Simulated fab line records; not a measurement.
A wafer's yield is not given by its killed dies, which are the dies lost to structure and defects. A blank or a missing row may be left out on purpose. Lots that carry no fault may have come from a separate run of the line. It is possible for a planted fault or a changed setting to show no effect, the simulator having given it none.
What tool caused it? | flow nand-harc | 7 lots with 20 wafers sampled at 4 steps, on a route of 1159 steps

== WHAT EACH GAUGE READ, for each wafer ==
NHARC_THIN_TSV_CD_MEAS_37.
lot  | measured     | on        | cd-nm (nm)
L980 | day 19 13:46 | cd-sem-01 | 5001 5000 5005
L982 | day 20 00:23 | cd-sem-02 | 4994 4994 4996
L987 | day 20 19:43 | cd-sem-03 | 5000 5006
L993 | day 21 19:46 | cd-sem-02 | 4998 4998 5000
L994 | day 23 00:41 | cd-sem-01 | 4998 4996 4999
L999 | day 23 11:08 | cd-sem-03 | 5001 4999 5000
L102 | day 25 08:44 | cd-sem-01 | 4996 5001 4999

== TOOL THAT RAN EACH LOT (tool first, then ch and the chambers of the sampled wafers, then the start) ==
lot  | NHARC_THIN_TSV_PVD_19                   | NHARC_THIN_TSV_PVD_51                   | NHARC_THIN_TSV_ETCH_59
L980 | pvd-sputter-03, day 19 12:39 or earlier | pvd-sputter-03, day 19 12:39 or earlier | rie-metal-01 ch 1, day 19 12:39
L982 | pvd-sputter-02, day 19 22:43 or earlier | pvd-sputter-02, day 19 22:43 or earlier | rie-metal-02 ch 0,1, day 19 22:43
L987 | pvd-sputter-02, day 20 18:33 or earlier | pvd-sputter-02, day 20 18:33 or earlier | rie-metal-02 ch 1, day 20 18:33
L993 | pvd-sputter-01, day 21 18:38 or earlier | pvd-sputter-01, day 21 18:38 or earlier | rie-metal-01 ch 0,1, day 21 18:38
L994 | pvd-sputter-02, day 22 23:27 or earlier | pvd-sputter-02, day 22 23:27 or earlier | rie-metal-01 ch 0,1, day 22 23:27
L999 | pvd-sputter-02, day 23 09:58 or earlier | pvd-sputter-02, day 23 09:58 or earlier | rie-metal-02 ch 1, day 23 09:58
L102 | pvd-sputter-02, day 25 07:37 or earlier | pvd-sputter-02, day 25 07:37 or earlier | rie-metal-01 ch 0,1, day 25 07:37
- NHARC_THIN_TSV_PVD_19: deposits TaN, target thk 20 nm.
- NHARC_THIN_TSV_PVD_51: deposits Cu, target thk 100 nm.
- NHARC_THIN_TSV_ETCH_59: etches the open film in Cl2/BCl3, target depth 880 nm, time 138.1 s.

== THE ANSWER, worked out from the rows above alone ==
Rule: usual is defined by the lots themselves. The widest of any qualifying gaps counts: lots, ordered by their means at a reading, are off when they make up no more than a third of the lots, leave a main group of 4 or more, and stand apart from it by 3 or more times the standard deviation of that group's means. If all means in a main group match to the digits the tables above print for the reading, that group is not used. A lot without any number at a reading at which 4 lots or more have one is off too. Any other lot the step has rows for is counted as sound.
Across all readings shown, no lot is off: no conclusion can be drawn from this.

== WHAT HAD BEEN PUT IN BY THE SIMULATOR ==
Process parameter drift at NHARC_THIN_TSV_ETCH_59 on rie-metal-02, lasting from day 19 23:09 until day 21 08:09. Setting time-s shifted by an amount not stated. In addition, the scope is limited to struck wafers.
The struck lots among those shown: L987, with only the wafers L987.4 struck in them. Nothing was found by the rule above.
